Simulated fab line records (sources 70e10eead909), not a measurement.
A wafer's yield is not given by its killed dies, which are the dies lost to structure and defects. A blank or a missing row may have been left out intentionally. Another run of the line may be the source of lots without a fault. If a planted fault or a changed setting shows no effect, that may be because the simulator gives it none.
What tool caused it? :: flow nand_harc :: 12 lots, 36 wafers sampled, at 5 steps of a route of 1159

WHAT EACH GAUGE READ, for each wafer
NHARC_END_SORT_01.
lot: L969
measured: day 21 12:56
on: prober-01
killed_at_array: 673 677 675
killed_at_other: 1 0 0
killed_at_periphery: 3 0 2
killed_dies: 677 677 677
killed_open: 2 2 2
killed_short: 0 2 1

lot: L972
measured: day 21 20:40
on: prober-02
killed_at_array: 676 675 676
killed_at_other: 0 0 1
killed_at_periphery: 1 2 0
killed_dies: 677 677 677
killed_open: 4 5 4
killed_short: 1 4 2

WHAT TOOL EACH LOT RAN ON (gives the tool, then ch and the chambers of the sampled wafers, and finally the start)
lot: L962
NHARC_A_CHANNEL_FILL_D1_STRIP_28: rie_diel-05 ch 0,1, day 8 22:24
NHARC_A_STAIRCASE_DEP_156: pecvd-04 ch 1,2, day 9 20:12
NHARC_A_STAIRCASE_DESCUM_168: rie_diel-03 ch 0,3, day 9 21:21
NHARC_A_STAIRCASE_ETCH_170: rie_diel-03 ch 1,3, day 9 22:10

lot: L964
NHARC_A_CHANNEL_FILL_D1_STRIP_28: rie_diel-05 ch 1,2,3, day 10 12:38
NHARC_A_STAIRCASE_DEP_156: pecvd-04 ch 0,1, day 11 12:23
NHARC_A_STAIRCASE_DESCUM_168: rie_diel-02 ch 1,2, day 11 13:22
NHARC_A_STAIRCASE_ETCH_170: rie_diel-02 ch 2,3, day 11 13:35

lot: L969
NHARC_A_CHANNEL_FILL_D1_STRIP_28: rie_diel-01 ch 0,2,3, day 11 16:05
NHARC_A_STAIRCASE_DEP_156: pecvd-03 ch 0,2, day 12 17:05
NHARC_A_STAIRCASE_DESCUM_168: rie_diel-03 ch 1,2,3, day 12 18:33
NHARC_A_STAIRCASE_ETCH_170: rie_diel-03 ch 1,2,3, day 12 19:04

lot: L972
NHARC_A_CHANNEL_FILL_D1_STRIP_28: rie_diel-01 ch 0,2,3, day 12 06:20
NHARC_A_STAIRCASE_DEP_156: pecvd-04 ch 1,2, day 13 06:54
NHARC_A_STAIRCASE_DESCUM_168: rie_diel-12 ch 0,2,3, day 13 07:53
NHARC_A_STAIRCASE_ETCH_170: rie_diel-12 ch 0,2,3, day 13 08:05

lot: L975
NHARC_A_CHANNEL_FILL_D1_STRIP_28: rie_diel-01 ch 0,1,3, day 12 12:01
NHARC_A_STAIRCASE_DEP_156: pecvd-04 ch 1,2, day 13 13:52
NHARC_A_STAIRCASE_DESCUM_168: rie_diel-03 ch 1,2, day 13 14:49
NHARC_A_STAIRCASE_ETCH_170: rie_diel-03 ch 1,2,3, day 13 15:05

lot: L976
NHARC_A_CHANNEL_FILL_D1_STRIP_28: rie_diel-01 ch 1,2,3, day 12 23:59
NHARC_A_STAIRCASE_DEP_156: pecvd-01 ch 1,2, day 14 04:41
NHARC_A_STAIRCASE_DESCUM_168: rie_diel-02 ch 0,1,3, day 14 05:47
NHARC_A_STAIRCASE_ETCH_170: rie_diel-02 ch 1,2,3, day 14 06:01

lot: L980
NHARC_A_CHANNEL_FILL_D1_STRIP_28: rie_diel-01 ch 2,3, day 14 00:25
NHARC_A_STAIRCASE_DEP_156: pecvd-03 ch 0,1,2, day 15 05:42
NHARC_A_STAIRCASE_DESCUM_168: rie_diel-03 ch 2,3, day 15 06:35
NHARC_A_STAIRCASE_ETCH_170: rie_diel-03 ch 0,1, day 15 06:47

lot: L979
NHARC_A_CHANNEL_FILL_D1_STRIP_28: rie_diel-05 ch 0,2,3, day 14 07:38
NHARC_A_STAIRCASE_DEP_156: pecvd-01 ch 0,2, day 15 08:49
NHARC_A_STAIRCASE_DESCUM_168: rie_diel-03 ch 1,3, day 15 09:48
NHARC_A_STAIRCASE_ETCH_170: rie_diel-03 ch 1,2, day 15 10:02

lot: L981
NHARC_A_CHANNEL_FILL_D1_STRIP_28: rie_diel-05 ch 0,2,3, day 14 07:38
NHARC_A_STAIRCASE_DEP_156: pecvd-04 ch 0,1, day 15 08:38
NHARC_A_STAIRCASE_DESCUM_168: rie_diel-12 ch 0,2,3, day 15 09:35
NHARC_A_STAIRCASE_ETCH_170: rie_diel-12 ch 0,2,3, day 15 09:47

lot: L982
NHARC_A_CHANNEL_FILL_D1_STRIP_28: rie_diel-01 ch 0,2,3, day 14 12:38
NHARC_A_STAIRCASE_DEP_156: pecvd-01 ch 0,1,2, day 15 12:49
NHARC_A_STAIRCASE_DESCUM_168: rie_diel-02 ch 0,1,3, day 15 13:48
NHARC_A_STAIRCASE_ETCH_170: rie_diel-02 ch 0,1,2, day 15 14:04

lot: L983
NHARC_A_CHANNEL_FILL_D1_STRIP_28: rie_diel-01 ch 0,2, day 15 08:32
NHARC_A_STAIRCASE_DEP_156: pecvd-04 ch 0,1,2, day 16 08:23
NHARC_A_STAIRCASE_DESCUM_168: rie_diel-02 ch 1,2,3, day 16 09:19
NHARC_A_STAIRCASE_ETCH_170: rie_diel-02 ch 0,1,2, day 16 09:39

lot: L985
NHARC_A_CHANNEL_FILL_D1_STRIP_28: rie_diel-10 ch 2,3, day 15 08:32
NHARC_A_STAIRCASE_DEP_156: pecvd-03 ch 0,1, day 16 08:23
NHARC_A_STAIRCASE_DESCUM_168: rie_diel-02 ch 0,1,2, day 16 09:28
NHARC_A_STAIRCASE_ETCH_170: rie_diel-02 ch 2,3, day 16 09:48
- NHARC_A_CHANNEL_FILL_D1_STRIP_28: strips in O2, time 20 s.
- NHARC_A_STAIRCASE_DEP_156: deposits SiNx, target thk 50 nm.
- NHARC_A_STAIRCASE_DESCUM_168: chemistry O2, time 3 s.
- NHARC_A_STAIRCASE_ETCH_170: etches the open film in C4F6/O2, target depth 200 nm, time 66.667 s.

AS READ BY THE TOOLS THEMSELVES (means over the sampled wafers that have a number; for cases with no such wafer, the mark the record gives instead)
NHARC_A_CHANNEL_FILL_D1_STRIP_28.
lot: L962
tool: rie_diel-05
drypump_motor_current_A (A): 5.6
oes_product_au (a.u.): 0.996
rf_vpp_V (V): 58.2
showerhead_plenum_p_Torr (Torr): 3.54
throttle_valve_pct (%): 17.025

lot: L964
tool: rie_diel-05
drypump_motor_current_A (A): 6.1
oes_product_au (a.u.): 0.993
rf_vpp_V (V): 57.7
showerhead_plenum_p_Torr (Torr): 3.52
throttle_valve_pct (%): 17.044

lot: L969
tool: rie_diel-01
drypump_motor_current_A (A): 5.7
oes_product_au (a.u.): 0.997
rf_vpp_V (V): 57.4
showerhead_plenum_p_Torr (Torr): 3.49
throttle_valve_pct (%): 17.033

lot: L972
tool: rie_diel-01
drypump_motor_current_A (A): 5.7
oes_product_au (a.u.): 1.010
rf_vpp_V (V): 58.2
showerhead_plenum_p_Torr (Torr): 3.49
throttle_valve_pct (%): 17.033

lot: L975
tool: rie_diel-01
drypump_motor_current_A (A): 5.7
oes_product_au (a.u.): 1.008
rf_vpp_V (V): 58.3
showerhead_plenum_p_Torr (Torr): 3.45
throttle_valve_pct (%): 17.029

lot: L976
tool: rie_diel-01
drypump_motor_current_A (A): 5.9
oes_product_au (a.u.): 0.997
rf_vpp_V (V): 57.6
showerhead_plenum_p_Torr (Torr): 3.55
throttle_valve_pct (%): 17.034

lot: L980
tool: rie_diel-01
drypump_motor_current_A (A): 5.9
oes_product_au (a.u.): 0.997
rf_vpp_V (V): 57.7
showerhead_plenum_p_Torr (Torr): 3.59
throttle_valve_pct (%): 17.040

lot: L979
tool: rie_diel-05
drypump_motor_current_A (A): 5.6
oes_product_au (a.u.): 1.006
rf_vpp_V (V): 57.1
showerhead_plenum_p_Torr (Torr): 3.49
throttle_valve_pct (%): 17.041

lot: L981
tool: rie_diel-05
drypump_motor_current_A (A): 5.6
oes_product_au (a.u.): 0.997
rf_vpp_V (V): 57.1
showerhead_plenum_p_Torr (Torr): 3.49
throttle_valve_pct (%): 17.040

lot: L982
tool: rie_diel-01
drypump_motor_current_A (A): 5.6
oes_product_au (a.u.): 1.004
rf_vpp_V (V): 57.7
showerhead_plenum_p_Torr (Torr): 3.49
throttle_valve_pct (%): 17.040

lot: L983
tool: rie_diel-01
drypump_motor_current_A (A): 5.7
oes_product_au (a.u.): 1.000
rf_vpp_V (V): 58.8
showerhead_plenum_p_Torr (Torr): 3.63
throttle_valve_pct (%): 17.033

lot: L985
tool: rie_diel-10
drypump_motor_current_A (A): 5.4
oes_product_au (a.u.): 0.989
rf_vpp_V (V): 56.8
showerhead_plenum_p_Torr (Torr): 3.31
throttle_valve_pct (%): 17.033

NHARC_A_STAIRCASE_DEP_156.
lot: L962
tool: pecvd-04
heater_power_w (W): 678

lot: L964
tool: pecvd-04
heater_power_w (W): 763

lot: L969
tool: pecvd-03
heater_power_w (W): 731

lot: L972
tool: pecvd-04
heater_power_w (W): 723

lot: L975
tool: pecvd-04
heater_power_w (W): 669

lot: L976
tool: pecvd-01
heater_power_w (W): 805

lot: L980
tool: pecvd-03
heater_power_w (W): 727

lot: L979
tool: pecvd-01
heater_power_w (W): 731

lot: L981
tool: pecvd-04
heater_power_w (W): 790

lot: L982
tool: pecvd-01
heater_power_w (W): 746

lot: L983
tool: pecvd-04
heater_power_w (W): 715

lot: L985
tool: pecvd-03
heater_power_w (W): 627

NHARC_A_STAIRCASE_DESCUM_168.
lot: L962
tool: rie_diel-03
drypump_motor_current_A (A): 5.7
oes_product_au (a.u.): 1.026
rf_vpp_V (V): 57.5
showerhead_plenum_p_Torr (Torr): 1.90
throttle_valve_pct (%): 11.315

lot: L964
tool: rie_diel-02
drypump_motor_current_A (A): 5.5
oes_product_au (a.u.): 1.002
rf_vpp_V (V): 57.5
showerhead_plenum_p_Torr (Torr): 1.83
throttle_valve_pct (%): 11.310

lot: L969
tool: rie_diel-03
drypump_motor_current_A (A): 5.4
oes_product_au (a.u.): 1.003
rf_vpp_V (V): 57.9
showerhead_plenum_p_Torr (Torr): 1.94
throttle_valve_pct (%): 11.307

lot: L972
tool: rie_diel-12
drypump_motor_current_A (A): 5.7
oes_product_au (a.u.): 0.990
rf_vpp_V (V): 58.0
showerhead_plenum_p_Torr (Torr): 1.97
throttle_valve_pct (%): 11.312

lot: L975
tool: rie_diel-03
drypump_motor_current_A (A): 5.0
oes_product_au (a.u.): 1.006
rf_vpp_V (V): 57.9
showerhead_plenum_p_Torr (Torr): 1.96
throttle_valve_pct (%): 11.314

lot: L976
tool: rie_diel-02
drypump_motor_current_A (A): 5.7
oes_product_au (a.u.): 1.009
rf_vpp_V (V): 57.2
showerhead_plenum_p_Torr (Torr): 1.83
throttle_valve_pct (%): 11.306

lot: L980
tool: rie_diel-03
drypump_motor_current_A (A): 5.5
oes_product_au (a.u.): 1.005
rf_vpp_V (V): 57.9
showerhead_plenum_p_Torr (Torr): 1.94
throttle_valve_pct (%): 11.319

lot: L979
tool: rie_diel-03
drypump_motor_current_A (A): 5.3
oes_product_au (a.u.): 0.999
rf_vpp_V (V): 57.0
showerhead_plenum_p_Torr (Torr): 1.93
throttle_valve_pct (%): 11.317

lot: L981
tool: rie_diel-12
drypump_motor_current_A (A): 5.7
oes_product_au (a.u.): 0.985
rf_vpp_V (V): 57.2
showerhead_plenum_p_Torr (Torr): 1.97
throttle_valve_pct (%): 11.314

lot: L982
tool: rie_diel-02
drypump_motor_current_A (A): 5.7
oes_product_au (a.u.): 1.006
rf_vpp_V (V): 57.1
showerhead_plenum_p_Torr (Torr): 1.83
throttle_valve_pct (%): 11.304

lot: L983
tool: rie_diel-02
drypump_motor_current_A (A): 5.5
oes_product_au (a.u.): 1.009
rf_vpp_V (V): 57.8
showerhead_plenum_p_Torr (Torr): 1.83
throttle_valve_pct (%): 11.314

lot: L985
tool: rie_diel-02
drypump_motor_current_A (A): 5.7
oes_product_au (a.u.): 0.987
rf_vpp_V (V): 57.2
showerhead_plenum_p_Torr (Torr): 1.82
throttle_valve_pct (%): 11.320

NHARC_A_STAIRCASE_ETCH_170.
lot: L962
tool: rie_diel-03
bias_w (W): 500.4
c4f6_flow_sccm (sccm): 25.01
drypump_motor_current_A (A): 5.6
oes_product_au (a.u.): 0.987
rf_vpp_V (V): 547.3
showerhead_plenum_p_Torr (Torr): 3.94
throttle_valve_pct (%): 26.912

lot: L964
tool: rie_diel-02
bias_w (W): 499.3
c4f6_flow_sccm (sccm): 25.00
drypump_motor_current_A (A): 5.3
oes_product_au (a.u.): 0.989
rf_vpp_V (V): 545.2
showerhead_plenum_p_Torr (Torr): 3.83
throttle_valve_pct (%): 26.895

lot: L969
tool: rie_diel-03
bias_w (W): -
c4f6_flow_sccm (sccm): -
drypump_motor_current_A (A): -
oes_product_au (a.u.): -
rf_vpp_V (V): -
showerhead_plenum_p_Torr (Torr): -
throttle_valve_pct (%): -

lot: L972
tool: rie_diel-12
bias_w (W): -
c4f6_flow_sccm (sccm): -
drypump_motor_current_A (A): -
oes_product_au (a.u.): -
rf_vpp_V (V): -
showerhead_plenum_p_Torr (Torr): -
throttle_valve_pct (%): -

lot: L975
tool: rie_diel-03
bias_w (W): 500.9
c4f6_flow_sccm (sccm): 24.98
drypump_motor_current_A (A): 5.4
oes_product_au (a.u.): 0.978
rf_vpp_V (V): 548.0
showerhead_plenum_p_Torr (Torr): 3.97
throttle_valve_pct (%): 26.906

lot: L976
tool: rie_diel-02
bias_w (W): 500.5
c4f6_flow_sccm (sccm): 25.02
drypump_motor_current_A (A): 5.5
oes_product_au (a.u.): 0.960
rf_vpp_V (V): 544.5
showerhead_plenum_p_Torr (Torr): 3.77
throttle_valve_pct (%): 26.896

lot: L980
tool: rie_diel-03
bias_w (W): 499.8
c4f6_flow_sccm (sccm): 25.03
drypump_motor_current_A (A): 5.0
oes_product_au (a.u.): 0.947
rf_vpp_V (V): 546.8
showerhead_plenum_p_Torr (Torr): 3.92
throttle_valve_pct (%): 26.899

lot: L979
tool: rie_diel-03
bias_w (W): 500.6
c4f6_flow_sccm (sccm): 24.95
drypump_motor_current_A (A): 5.1
oes_product_au (a.u.): 0.965
rf_vpp_V (V): 548.6
showerhead_plenum_p_Torr (Torr): 4.01
throttle_valve_pct (%): 26.905

lot: L981
tool: rie_diel-12
bias_w (W): 501.1
c4f6_flow_sccm (sccm): 24.91
drypump_motor_current_A (A): 5.7
oes_product_au (a.u.): 0.927
rf_vpp_V (V): 549.2
showerhead_plenum_p_Torr (Torr): 4.02
throttle_valve_pct (%): 26.901

lot: L982
tool: rie_diel-02
bias_w (W): 500.1
c4f6_flow_sccm (sccm): 25.02
drypump_motor_current_A (A): 5.7
oes_product_au (a.u.): 0.977
rf_vpp_V (V): 543.0
showerhead_plenum_p_Torr (Torr): 3.74
throttle_valve_pct (%): 26.896

lot: L983
tool: rie_diel-02
bias_w (W): 499.3
c4f6_flow_sccm (sccm): 25.04
drypump_motor_current_A (A): 5.7
oes_product_au (a.u.): 0.983
rf_vpp_V (V): 543.2
showerhead_plenum_p_Torr (Torr): 3.74
throttle_valve_pct (%): 26.910

lot: L985
tool: rie_diel-02
bias_w (W): 498.8
c4f6_flow_sccm (sccm): 24.98
drypump_motor_current_A (A): 5.3
oes_product_au (a.u.): 0.967
rf_vpp_V (V): 545.1
showerhead_plenum_p_Torr (Torr): 3.80
throttle_valve_pct (%): 26.905

THE ANSWER, worked out from the rows above alone
Rule: usual is defined by the lots themselves. The widest of any qualifying gaps counts: lots, ordered by their means at a reading, are off when they make up no more than a third of the lots, leave a main group of 4 or more, and stand apart from it by 3 or more times the standard deviation of that group's means. The tables above print the reading to a certain number of digits; a main group whose means all agree to those digits is not used. A lot without any number at a reading at which 4 lots or more have one is off too. Where the step has rows for the other lots, those lots are counted as sound. After the gauges, taken in route order, come the tools' own readings; for these a lot's mean is taken, as printed above. The first step at which some lot is off is used, and at that step the reading that is off furthest; a lot without a number counts as furthest.
Off, at NHARC_A_STAIRCASE_ETCH_170 on bias_w: L969, L972. Without a number there: L969, L972. Main group: mean 500.1 W, sd 0.72.
If a tool, at that step or one of the process steps before it, ran each lot that is off and ran no sound lot following the first of them, it fits. Of those tried, none fits.

WHAT HAD BEEN PUT IN BY THE SIMULATOR
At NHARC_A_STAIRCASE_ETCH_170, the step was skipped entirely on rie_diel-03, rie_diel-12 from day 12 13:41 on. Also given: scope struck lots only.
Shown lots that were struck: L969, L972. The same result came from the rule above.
